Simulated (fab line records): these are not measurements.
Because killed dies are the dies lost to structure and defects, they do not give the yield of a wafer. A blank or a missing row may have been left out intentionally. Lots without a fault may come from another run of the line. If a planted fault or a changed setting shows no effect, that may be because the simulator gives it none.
Chamber matching / flow n5_finfet / rie_diel-01 running N5_BEOL_M12_VIA_ETCH_16: 4 sister chambers
The step etches SiOC in C4F8/O2/Ar, target depth 724.8 nm. 14 wafers are shown with their chamber, then 7 later ones without.

WAFERS PAIRED WITH THEIR CHAMBERS
wafer=L772.2; chamber=3; showerhead_plenum_p_Torr (Torr)=3.58; drypump_motor_current_A (A)=6.5; throttle_valve_pct (%)=23.89
wafer=L772.4; chamber=0; showerhead_plenum_p_Torr (Torr)=3.35; drypump_motor_current_A (A)=5.6; throttle_valve_pct (%)=24.34
wafer=L772.5; chamber=1; showerhead_plenum_p_Torr (Torr)=3.34; drypump_motor_current_A (A)=5.8; throttle_valve_pct (%)=24.07
wafer=L771.2; chamber=0; showerhead_plenum_p_Torr (Torr)=3.35; drypump_motor_current_A (A)=5.6; throttle_valve_pct (%)=24.32
wafer=L771.3; chamber=3; showerhead_plenum_p_Torr (Torr)=3.58; drypump_motor_current_A (A)=6.5; throttle_valve_pct (%)=23.89
wafer=L771.4; chamber=2; showerhead_plenum_p_Torr (Torr)=3.57; drypump_motor_current_A (A)=5.1; throttle_valve_pct (%)=24.62
wafer=L778.1; chamber=3; showerhead_plenum_p_Torr (Torr)=3.57; drypump_motor_current_A (A)=6.5; throttle_valve_pct (%)=23.92
wafer=L778.3; chamber=2; showerhead_plenum_p_Torr (Torr)=3.56; drypump_motor_current_A (A)=5.2; throttle_valve_pct (%)=24.63
wafer=L778.5; chamber=2; showerhead_plenum_p_Torr (Torr)=3.56; drypump_motor_current_A (A)=5.2; throttle_valve_pct (%)=24.65
wafer=L780.2; chamber=1; showerhead_plenum_p_Torr (Torr)=3.33; drypump_motor_current_A (A)=5.7; throttle_valve_pct (%)=24.09
wafer=L780.3; chamber=2; showerhead_plenum_p_Torr (Torr)=3.56; drypump_motor_current_A (A)=5.1; throttle_valve_pct (%)=24.64
wafer=L780.5; chamber=2; showerhead_plenum_p_Torr (Torr)=3.56; drypump_motor_current_A (A)=5.2; throttle_valve_pct (%)=24.64
wafer=L785.2; chamber=2; showerhead_plenum_p_Torr (Torr)=3.55; drypump_motor_current_A (A)=5.1; throttle_valve_pct (%)=24.66
wafer=L785.3; chamber=0; showerhead_plenum_p_Torr (Torr)=3.34; drypump_motor_current_A (A)=5.6; throttle_valve_pct (%)=24.07

SIGNATURES (averages over the wafers above)
reading=showerhead_plenum_p_Torr; chamber 0=3.3467; chamber 1=3.3350; chamber 2=3.5600; chamber 3=3.5767; scatter within a chamber=0.00619
reading=drypump_motor_current_A; chamber 0=5.600; chamber 1=5.750; chamber 2=5.150; chamber 3=6.500; scatter within a chamber=0.0447
reading=throttle_valve_pct; chamber 0=24.2433; chamber 1=24.0800; chamber 2=24.6400; chamber 3=23.9000; scatter within a chamber=0.0686
Rule: a wafer's distance from a chamber is the root of the sum, over the readings, of the square of ((its reading less the chamber's mean) divided by the reading's scatter). If the next closest chamber is less than 2 further off than the closest, the wafer can't be placed; otherwise it belongs to the closest. The scatter: take each reading less its chamber's mean, square it, sum over the shown wafers, divide by the number of wafers less the number of chambers, and take the root.

WAFERS WITHOUT THEIR CHAMBER
wafer=L785.4; showerhead_plenum_p_Torr (Torr)=3.33; drypump_motor_current_A (A)=5.7; throttle_valve_pct (%)=24.08
wafer=L786.1; showerhead_plenum_p_Torr (Torr)=3.34; drypump_motor_current_A (A)=5.6; throttle_valve_pct (%)=24.07
wafer=L786.4; showerhead_plenum_p_Torr (Torr)=3.55; drypump_motor_current_A (A)=5.1; throttle_valve_pct (%)=24.66
wafer=L786.5; showerhead_plenum_p_Torr (Torr)=3.55; drypump_motor_current_A (A)=5.1; throttle_valve_pct (%)=24.67
wafer=L788.1; showerhead_plenum_p_Torr (Torr)=3.32; drypump_motor_current_A (A)=5.8; throttle_valve_pct (%)=24.11
wafer=L788.3; showerhead_plenum_p_Torr (Torr)=3.33; drypump_motor_current_A (A)=5.7; throttle_valve_pct (%)=24.10
wafer=L788.5; showerhead_plenum_p_Torr (Torr)=3.33; drypump_motor_current_A (A)=5.7; throttle_valve_pct (%)=24.10

WHICH CHAMBER EACH WENT THROUGH
wafer=L785.4; from the rows above=1; in truth=1
wafer=L786.1; from the rows above=can't be placed: 0 or 1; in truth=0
wafer=L786.4; from the rows above=2; in truth=2
wafer=L786.5; from the rows above=2; in truth=2
wafer=L788.1; from the rows above=1; in truth=1
wafer=L788.3; from the rows above=1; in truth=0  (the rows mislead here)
wafer=L788.5; from the rows above=1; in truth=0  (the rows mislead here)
Correctly placed: 4 of 7. Unplaceable from these rows: 1, with the true chamber sitting among the candidates in 1. 2 placed wrongly.
